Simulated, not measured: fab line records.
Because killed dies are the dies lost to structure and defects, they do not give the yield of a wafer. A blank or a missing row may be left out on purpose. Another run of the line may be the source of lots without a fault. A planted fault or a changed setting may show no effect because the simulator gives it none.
A lot that was struck, set against a sound lot | flow n5-finfet | 37 out of 1938 route steps
Sound: the wafers L416.2, L416.4, L416.6. Struck: wafer L408.5 (left out: L408.2, L408.6 of the same lot, which were not struck); the cause appears at the end.
Order at every step that has rows: each side's tool, ch and its chambers, its first start. Under that, the readings that differ: sound wafers | struck wafers | difference of the means | sigmas: that difference in standard deviations of wafers without a fault.
alike: a reading whose means differ by less than 2 such deviations, as well as words and numbers matching on both sides. not compared: withheld readings; readings where some wafer has no value; bounds like >300 that might hide an equal value; numbers whose values overlap and for which the record gives no deviation.
Wherever a step has rows on one side only, a row that says differs or no value, or a row with sigmas, the two part there. Non-overlapping numbers with no deviation appear without sigmas and do not part them. Lack of a reading on every wafer of one side parts them only where that side has two or more wafers.

first, 9 steps without rows for these wafers: N5_PMOS_HMC_CHANNEL_EPI_PRECLEAN_40 (cleans in DHF, time 30 s); N5_PMOS_HMC_CHANNEL_EPI_PRECLEAN_37 (cleans in O3/DIW, time 45 s); N5_PMOS_HMC_CHANNEL_EPI_PRECLEAN_24 (cleans in DHF, time 30 s); N5_PMOS_HMC_CHANNEL_EPI_SRD_25 (time 30 s); N5_PMOS_HMC_CHANNEL_EPI_EPI_26 (deposits Si from SiH4/H2, target thk 3.8 nm, time 22.7 s); N5_FIN_SAQP_PRECLEAN_42 (cleans in O3/DIW, time 60 s); N5_FIN_SAQP_PRECLEAN_00 (cleans in SC1, time 60 s); N5_FIN_SAQP_PRECLEAN_44 (cleans in SC2, time 45 s); N5_FIN_SAQP_SRD_01 (time 30 s).
N5_FIN_SAQP_ALD_61: deposits SiO2, target thk 4 nm, pulse time 1 s, purge time 2 s.
  sound on ald-sin-01 ch 1,2, day 7 09:31; struck on ald-sin-04 ch 2, day 5 10:35
  reading                                   | sound             | struck | difference | sigmas
  ald-cycles                                | 43 43 43          | 27     | -16        |
  heater-power-w (W)                        | 511 502 521       | 612    | +101       | +2
  model.SiO2_of_FIN_SAQP_ALD_61.thk-nm (nm) | 3.975 3.953 3.988 | 2.505  | -1.467     |
  alike: precursor-pulse-height-rel
then, 24 steps without rows for these wafers: N5_FIN_SAQP_DENSIFY_62 (time 60 s); N5_FIN_SAQP_HM_DEP_03 (deposits SiNx from SiH4/NH3/N2, target thk 38 nm, time 33.6 s); N5_FIN_SAQP_PECVD_47 (deposits a-Si from SiH4/He, target thk 45 nm, time 36.3 s); N5_FIN_SAQP_PECVD_48 (deposits SiNx from SiH4/NH3/N2, target thk 25 nm, time 22.1 s); N5_FIN_SAQP_PECVD_06 (deposits a-Si from SiH4/He, target thk 60 nm, time 48.1 s); N5_FIN_SAQP_HM_DEP_72 (deposits SiO2 from SiH4/N2O, target thk 12 nm, time 7.2 s); N5_FIN_SAQP_COAT_49 (time 60 s, resist thk 100 nm); N5_FIN_SAQP_COAT_50 (time 60 s, resist thk 35 nm); N5_FIN_SAQP_COAT_10 (resist thk 90 nm); N5_FIN_SAQP_EBR_12; N5_FIN_SAQP_SOFTBAKE_11 (time 60 s); N5_FIN_SAQP_EXPOSE_13 (exposes mask FIN CORE, target cd 35.6 nm); N5_FIN_SAQP_PEB_14 (peb time 60 s); N5_FIN_SAQP_DEVELOP_15 (develop time 30 s); N5_FIN_SAQP_DESCUM_21 (chemistry O2, time 7.9 s); N5_FIN_SAQP_ETCH_51 (etches SiARC in CF4, target depth 45.5 nm, time 75.8 s); N5_FIN_SAQP_ETCH_52 (etches SOC in N2/H2, target depth 100 nm, overetch 20 nm, time 150 s); N5_FIN_SAQP_STRIP_53 (strips in N2/H2); N5_FIN_SAQP_HM_OPEN_73 (chemistry CHF3/O2, target SiO2, stops on a-Si, target depth 12 nm, time 16.8 s); N5_FIN_SAQP_STRIP_74 (strips in CHF3/O2); N5_FIN_SAQP_MANDREL_ETCH_22 (etches a-Si in HBr/Cl2, stops on SiNx, target depth 60 nm, bt time 10 s, time 30 s); N5_FIN_SAQP_STRIP_55 (strips in N2/H2); N5_FIN_SAQP_STRIP_23 (strips in SPM, time 750 s); N5_FIN_SAQP_SRD_66 (time 30 s).
N5_FIN_CUT_CUT_ETCH_27: etches SiO2 in CHF3/O2, target depth 4 nm, overetch 2 nm, time 4.9 s.
  sound on rie-diel-05 ch 0,3, day 7 16:57; struck on rie-diel-01 ch 2, day 5 17:35
  reading                  | sound             | struck | difference | sigmas
  model.etch.depth-nm (nm) | 3.975 3.953 3.988 | 2.505  | -1.467     |
  alike: drypump-motor-current-A, oes-product-au, rf-vpp-V, showerhead-plenum-p-Torr, throttle-valve-pct
  not compared: rf-hours-counter-h
N5_STI_FIN_REVEAL_STRIP_16: strips SiNx in H3PO4, target depth 23.8 nm.
  sound on wet-bench-03 ch 3,6,7, day 8 02:17; struck on wet-bench-04 ch 6, day 6 02:10
  reading                                   | sound       | struck | difference | sigmas
  model.SiO2_of_FIN_SAQP_ALD_61.thk-nm (nm) | 3.8 3.6 3.8 | 2.2    | -1.5       |
N5_PASSIVATION_PROBE_49:
  rows exist in the record for the sound wafers here (prober-02, day 18 11:46), none for the struck ones

## WHERE THEY PART
Earliest at N5_FIN_SAQP_ALD_61; latest, in this record, at N5_PASSIVATION_PROBE_49.

WHY: what the simulator had put in
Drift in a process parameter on ald-sin-04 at N5_FIN_SAQP_ALD_61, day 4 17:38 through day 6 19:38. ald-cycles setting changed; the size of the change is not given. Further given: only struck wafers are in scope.
